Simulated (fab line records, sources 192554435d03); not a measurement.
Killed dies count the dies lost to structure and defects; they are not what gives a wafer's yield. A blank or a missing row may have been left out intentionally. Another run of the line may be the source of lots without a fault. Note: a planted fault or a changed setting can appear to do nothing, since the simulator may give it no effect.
Which tool was responsible?    flow n5Finfet    8 lots, 24 wafers sampled, at 5 steps of a route of 1938

== WHAT THE GAUGES SHOWED, per wafer ==
N5_BEOL_M3_OVL_MEAS_12. Usual: for M3_OVL the level is -0.2 nm and the standard deviation is 0.67.
lot   measured      on          M3_OVL (nm)     flag
L774  day 11 22:37  overlay-01  0.0 -1.0 -0.7   
L769  day 11 23:31  overlay-01  0.1 0.0 0.3     
L770  day 12 08:53  overlay-02  0.3 0.7 0.6     
L771  day 13 00:41  overlay-02  0.1 -0.8 -1.0   
L779  day 14 01:41  overlay-01  1.1 1.3 0.8     
L781  day 14 17:25  overlay-02  -0.9 -0.4 -0.5  
L785  day 15 05:30  overlay-02  0.5 0.7 -0.1    
L786  day 15 12:35  overlay-02  -1.0 -0.7 -1.9  

N5_BEOL_M4_RC_MEAS_101. Usual: DIBL_N 35.8 mV/V, standard deviation 1.6; DIBL_P 35.6 mV/V, standard deviation 2; IOFF_N 0.15 nA/um, standard deviation 0.031; IOFF_P 0.20 nA/um, standard deviation 0.033; ION_N 668 uA/um, standard deviation 12; ION_P 459 uA/um, standard deviation 6.8; SS_N 71.4 mV/dec, standard deviation 0.53; SS_P 73.1 mV/dec, standard deviation 0.63; VT_N 250 mV, standard deviation 3.5; VT_P -251 mV, standard deviation 3.
lot   measured      on         DIBL_N (mV/V)   DIBL_P (mV/V)   IOFF_N (nA/um)  IOFF_P (nA/um)  ION_N (uA/um)  ION_P (uA/um)  SS_N (mV/dec)   SS_P (mV/dec)   VT_N (mV)    VT_P (mV)       flag
L774  day 14 20:29  prober-01  34.4 33.6 34.4  34.3 33.3 34.1  0.13 0.11 0.13  0.19 0.17 0.18  660 649 650    462 458 454    70.7 70.8 70.7  73.0 72.6 72.7  252 255 252  -249 -253 -253  
L769  day 15 17:04  prober-01  35.7 34.6 37.6  34.5 32.7 36.9  0.15 0.13 0.18  0.21 0.18 0.25  672 667 672    464 461 468    71.4 71.2 71.8  72.7 72.6 73.6  247 252 249  -250 -251 -246  
L770  day 16 00:29  prober-02  36.1 38.3 38.4  32.6 34.5 35.5  0.14 0.16 0.17  0.18 0.21 0.22  660 658 670    455 450 461    72.3 72.0 72.3  73.0 73.9 73.8  251 249 246  -251 -250 -249  
L771  day 17 03:42  prober-01  34.6 34.2 33.9  34.7 34.0 34.0  0.12 0.12 0.12  0.17 0.17 0.17  643 657 644    449 455 451    70.8 70.2 70.4  71.9 72.0 72.1  258 255 256  -252 -253 -254  
L779  day 18 06:29  prober-01  35.5 36.5 35.1  34.4 37.1 34.5  0.15 0.18 0.15  0.20 0.24 0.20  656 687 648    453 463 450    71.4 71.7 71.2  73.3 74.2 73.0  251 249 253  -250 -249 -252  
L781  day 17 15:31  prober-01  37.4 37.3 37.7  38.2 37.3 38.8  0.19 0.18 0.20  0.24 0.22 0.25  678 671 686    453 457 466    71.8 71.7 72.4  73.9 74.1 74.2  245 247 246  -246 -250 -248  
L785  day 19 04:35  prober-01  37.5 35.8 38.9  36.4 35.5 38.6  0.16 0.14 0.19  0.21 0.20 0.24  662 659 670    455 462 460    71.3 70.8 71.8  73.1 73.3 73.6  249 252 248  -249 -251 -247  
L786  day 20 05:26  prober-02  35.9 35.6 33.5  35.3 34.6 32.1  0.15 0.13 0.10  0.19 0.19 0.15  686 659 648    472 458 450    71.0 71.7 71.4  72.7 72.8 72.0  247 251 256  -250 -251 -255  

== TOOL THAT RAN EACH LOT (tool first, then ch and the chambers of the sampled wafers, then the start) ==
lot   N5_BEOL_M3_ETCH_64                 N5_BEOL_M3_ETCH_69                 N5_BEOL_M3_ETCH_70
L774  rieDiel-01 ch 0,1,2, day 11 22:52  rieDiel-01 ch 1,2,3, day 12 00:01  rieDiel-04 ch 0,1,3, day 12 07:14
L769  rieDiel-04 ch 0,1,3, day 11 23:41  rieDiel-01 ch 0,2,3, day 12 00:41  rieDiel-04 ch 1,2,3, day 12 10:19
L770  rieDiel-01 ch 1,2,3, day 12 09:03  rieDiel-01 ch 0,2,3, day 12 09:55  rieDiel-04 ch 0,2,3, day 13 09:04
L771  rieDiel-01 ch 0,2,3, day 13 00:52  rieDiel-05 ch 0,2,3, day 13 01:49  rieDiel-04 ch 1,2, day 13 20:14
L779  rieDiel-01 ch 2,3, day 14 01:50    rieDiel-01 ch 0,2,3, day 14 02:41  rieDiel-04 ch 0,1,2, day 14 20:52
L781  rieDiel-04 ch 0,1,3, day 14 17:35  rieDiel-01 ch 0,1,3, day 14 18:28  rieDiel-04 ch 2,3, day 15 02:01
L785  rieDiel-01 ch 0,2,3, day 15 05:52  rieDiel-01 ch 2,3, day 15 06:55    rieDiel-01 ch 1,2,3, day 16 22:26
L786  rieDiel-01 ch 1,2, day 15 12:46    rieDiel-01 ch 1,3, day 15 13:44    rieDiel-05 ch 0,1, day 16 22:32
- N5_BEOL_M3_ETCH_64: etches SOC in N2/H2, target depth 75 nm, overetch 15 nm, time 112.5 s.
- N5_BEOL_M3_ETCH_69: etches SiARC in CF4, target depth 15.6 nm, time 26 s.
- N5_BEOL_M3_ETCH_70: etches SOC in N2/H2, target depth 80 nm, overetch 16 nm, time 120 s.

== AS READ BY THE TOOLS THEMSELVES (means over the sampled wafers that have a number; for cases with no such wafer, the mark the record gives instead) ==
N5_BEOL_M3_ETCH_64. Usual: chamberPressureMTorr 29.999 mTorr, standard deviation 0.027; drypumpMotorCurrentA 5.6 A, standard deviation 0.43; h2FlowSccm 200.1 sccm, standard deviation 0.58; oesProductAu 0.62 a.u., standard deviation 0.057; rfFwdPowerW 836.8 W, standard deviation 2.9; rfVppV 524.1 V, standard deviation 2; showerheadPlenumPTorr 2.55 Torr, standard deviation 0.069; tempC 40.01 C, standard deviation 0.11; throttleValvePct 17.71 %, standard deviation 0.22.
lot   tool        chamberPressureMTorr (mTorr)  drypumpMotorCurrentA (A)  h2FlowSccm (sccm)  oesProductAu (a.u.)  rfFwdPowerW (W)  rfVppV (V)  showerheadPlenumPTorr (Torr)  tempC (C)  throttleValvePct (%)  flag
L774  rieDiel-01  30.003                        5.6                       200.8              0.63                 838.3            523.7       2.53                          39.97      17.62                 
L769  rieDiel-04  29.997                        5.5                       199.9              0.60                 834.8            525.2       2.58                          40.00      17.90                 
L770  rieDiel-01  30.020                        6.0                       199.8              0.66                 836.4            524.2       2.57                          40.02      17.60                 
L771  rieDiel-01  30.025                        5.8                       199.8              0.65                 836.2            523.3       2.53                          39.98      17.53                 
L779  rieDiel-01  29.980                        6.2                       200.0              0.67                 837.6            524.3       2.57                          39.97      17.59                 
L781  rieDiel-04  29.969                        5.5                       200.0              0.59                 837.1            525.5       2.58                          40.13      17.93                 
L785  rieDiel-01  29.996                        5.8                       200.5              0.64                 838.4            523.2       2.52                          39.91      17.56                 
L786  rieDiel-01  30.011                        6.0                       200.2              0.64                 836.1            524.8       2.56                          40.05      17.71                 

N5_BEOL_M3_ETCH_69. Usual: chamberPressureMTorr 40.00 mTorr, standard deviation 0.034; drypumpMotorCurrentA 5.7 A, standard deviation 0.41; etchRfOnTimeS 26.3 s, standard deviation 0.55; oesProductAu 0.68 a.u., standard deviation 0.078; rfFwdPowerW 532.4 W, standard deviation 2.3; rfVppV 183.8 V, standard deviation 0.92; showerheadPlenumPTorr 2.13 Torr, standard deviation 0.043; throttleValvePct 15.47 %, standard deviation 0.17.
lot   tool        chamberPressureMTorr (mTorr)  drypumpMotorCurrentA (A)  etchRfOnTimeS (s)  oesProductAu (a.u.)  rfFwdPowerW (W)  rfVppV (V)  showerheadPlenumPTorr (Torr)  throttleValvePct (%)  flag
L774  rieDiel-01  39.98                         6.0                       26.1               0.72                 532.5            183.8       2.16                          15.40                 
L769  rieDiel-01  40.03                         5.8                       26.3               0.70                 531.3            183.2       2.13                          15.33                 
L770  rieDiel-01  40.02                         5.8                       26.3               0.71                 531.4            183.2       2.13                          15.34                 
L771  rieDiel-05  40.02                         5.6                       26.1               0.67                 533.6            184.1       2.12                          15.55                 
L779  rieDiel-01  39.99                         5.8                       26.3               0.69                 530.3            184.6       2.12                          15.37                 
L781  rieDiel-01  40.02                         5.6                       26.3               0.66                 532.9            183.3       2.12                          15.41                 
L785  rieDiel-01  40.02                         6.2                       25.9               0.73                 532.3            184.9       2.15                          15.34                 
L786  rieDiel-01  39.98                         5.8                       26.5               0.67                 533.6            183.4       2.15                          15.47                 

N5_BEOL_M3_ETCH_70. Usual: chamberPressureMTorr 29.999 mTorr, standard deviation 0.026; drypumpMotorCurrentA 5.6 A, standard deviation 0.39; h2FlowSccm 200.0 sccm, standard deviation 0.62; oesProductAu 0.61 a.u., standard deviation 0.07; rfFwdPowerW 835.5 W, standard deviation 2.9; rfVppV 524.1 V, standard deviation 2; showerheadPlenumPTorr 2.55 Torr, standard deviation 0.07; tempC 40.01 C, standard deviation 0.11; throttleValvePct 17.71 %, standard deviation 0.26.
lot   tool        chamberPressureMTorr (mTorr)  drypumpMotorCurrentA (A)  h2FlowSccm (sccm)  oesProductAu (a.u.)  rfFwdPowerW (W)  rfVppV (V)  showerheadPlenumPTorr (Torr)  tempC (C)  throttleValvePct (%)  flag
L774  rieDiel-04  29.982                        5.5                       200.5              0.58                 835.2            525.4       2.58                          39.98      17.90                 
L769  rieDiel-04  29.987                        5.4                       200.0              0.55                 834.1            524.6       2.56                          39.91      17.91                 
L770  rieDiel-04  30.006                        5.4                       199.8              0.57                 836.2            525.3       2.62                          39.96      17.92                 
L771  rieDiel-04  29.971                        5.3                       199.4              0.54                 835.1            523.8       2.55                          40.02      18.06                 
L779  rieDiel-04  29.980                        5.3                       200.1              0.56                 634.2            574.6       2.60                          39.96      18.09                 OFF
L781  rieDiel-04  29.980                        5.3                       199.9              0.53                 629.9            573.5       2.58                          40.08      17.92                 OFF
L785  rieDiel-01  30.007                        6.0                       200.6              0.61                 836.0            524.2       2.56                          40.05      17.65                 
L786  rieDiel-05  29.972                        5.7                       199.4              0.70                 833.9            522.3       2.49                          39.92      17.51                 

== THE ANSWER, worked out from the rows above alone ==
Rule: a lot counts as off when the mean over its wafers that have a number is more than 3 standard deviations away from the usual mean. A lot without any number at a reading at which 4 lots or more have one is off too. Where the step has rows for the other lots, those lots are counted as sound. Order of review: gauges by route order, followed by the tools' own readings, for which a lot's mean as printed above is used. The first step at which some lot is off is used, and at that step the reading that is off furthest; a lot without a number counts as furthest.
Off: L779, L781 (N5_BEOL_M3_ETCH_70, rfFwdPowerW).
A tool fits if, at that step or a process step before it, it ran every lot that is off, and no sound lot after the first of them. One fits: rieDiel-04 at N5_BEOL_M3_ETCH_70. A fault onset in the window from L771 (day 13 20:14, its last sound lot) to L779 (day 14 20:52, its first lot off) fits.
The tool's own readings at N5_BEOL_M3_ETCH_70 bear it out: on the lots that are off they differ by more than 5 times the standard deviation of the sound lots' means. rfFwdPowerW reads 632.0 W there against 835.1 W on the sound lots; rfVppV reads 574.0 V there against 524.3 V on the sound lots.

== WHAT THE SIMULATOR HAD INSERTED ==
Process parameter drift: rieDiel-04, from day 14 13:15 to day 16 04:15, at N5_BEOL_M3_ETCH_70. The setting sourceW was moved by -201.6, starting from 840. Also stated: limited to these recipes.
Lots struck among those shown: L779, L781. The same result came from the rule above.
